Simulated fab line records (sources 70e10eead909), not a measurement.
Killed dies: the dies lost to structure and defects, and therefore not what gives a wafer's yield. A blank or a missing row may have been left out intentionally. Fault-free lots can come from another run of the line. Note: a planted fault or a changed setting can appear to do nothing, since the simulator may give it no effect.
A lot that was struck, set against a sound lot ; flow nand-harc ; 14 steps out of a route of 1302
Sound: the wafers L457.1, L457.5, L457.6. Struck: wafers L446.3, L446.4, L446.5. Last of all comes the cause.
Each step with rows lists, per side, the tool, then ch with its chambers, then its first start. Under that, the readings that differ: sound wafers ; struck wafers ; difference of the means ; sigmas: that difference in standard deviations of wafers without a fault.
alike: words and numbers the same on both sides, and readings whose means are apart by under 2 such deviations; not compared: readings that were withheld, readings missing a value for some wafer, numbers with overlapping values and no deviation given by the record, and bounds like >300 which may hide the same value.
Wherever a step has rows on one side only, a row that says differs or no value, or a row with sigmas, the two part there. Non-overlapping numbers with no deviation appear without sigmas and do not part them. A reading missing from all wafers of one side parts the sides only when that side holds two or more wafers.

first, 1 step without rows for these wafers: NHARC_P_M1_SRD_25.
NHARC_P_M1_INSPECT_27:
  sound on defect-inspect-01 at day 13 10:19; struck on defect-inspect-02 at day 8 22:26
  alike: raw-defect-count
NHARC_P_M1_PRE_CLEAN_32: time 12 s.
  sound on pecvd-01 ch 0,2, day 13 10:24; struck on pecvd-01 ch 0,1, day 8 22:31
  alike: heater-power-w, rf-fwd-power-W
NHARC_P_M1_DEP_33: deposits SiCN, target thk 30 nm.
  sound on pecvd-01 ch 0,2, day 13 10:31; struck on pecvd-01 ch 0,1, day 8 22:38
  alike: heater-power-w, rf-fwd-power-W
then, 7 steps without rows for these wafers: NHARC_P_M2_DEP_00 (deposits SiOC, target thk 182.5 nm); NHARC_P_M2_DEHYDRATE_01 (time 120 s); NHARC_P_M2_HMDS_02 (time 30 s); NHARC_P_M2_COAT_34 (time 65 s); NHARC_P_M2_COAT_03 (resist thk 90 nm); NHARC_P_M2_SOFTBAKE_04 (time 55 s); NHARC_P_M2_EBR_05.
NHARC_P_M2_EXPOSE_06: exposes mask P M2, target cd 170 nm.
  sound on arfi-scanner-02 ch 0, day 13 11:34; struck on arfi-scanner-03 ch 0, day 8 23:43
reading;sound;struck;difference;sigmas
exposure-dose-mJ-cm2;80.87 80.91 80.80;79.81 79.74 79.81;-1.07;-13
  alike: mask
then, 1 step without rows for these wafers: NHARC_P_M2_PEB_07 (peb time 65 s).
-- record jumps: 18 days between struck wafers' starts before vs after; left off in module P_M2, resumes in module END, first step shown is number 1302 of the route --
NHARC_END_SORT_01:
  the record has rows for the struck wafers here (prober-02 ch 0, day 26 22:47) and none for the sound ones

WHERE THEY PART
At NHARC_P_M2_EXPOSE_06 first; at NHARC_END_SORT_01 last (within this record only).

WHY: what had been put in by the simulator
Process parameter drift: arfi-scanner-03, from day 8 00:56 on, at NHARC_P_M2_EXPOSE_06. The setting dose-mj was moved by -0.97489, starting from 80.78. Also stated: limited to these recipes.
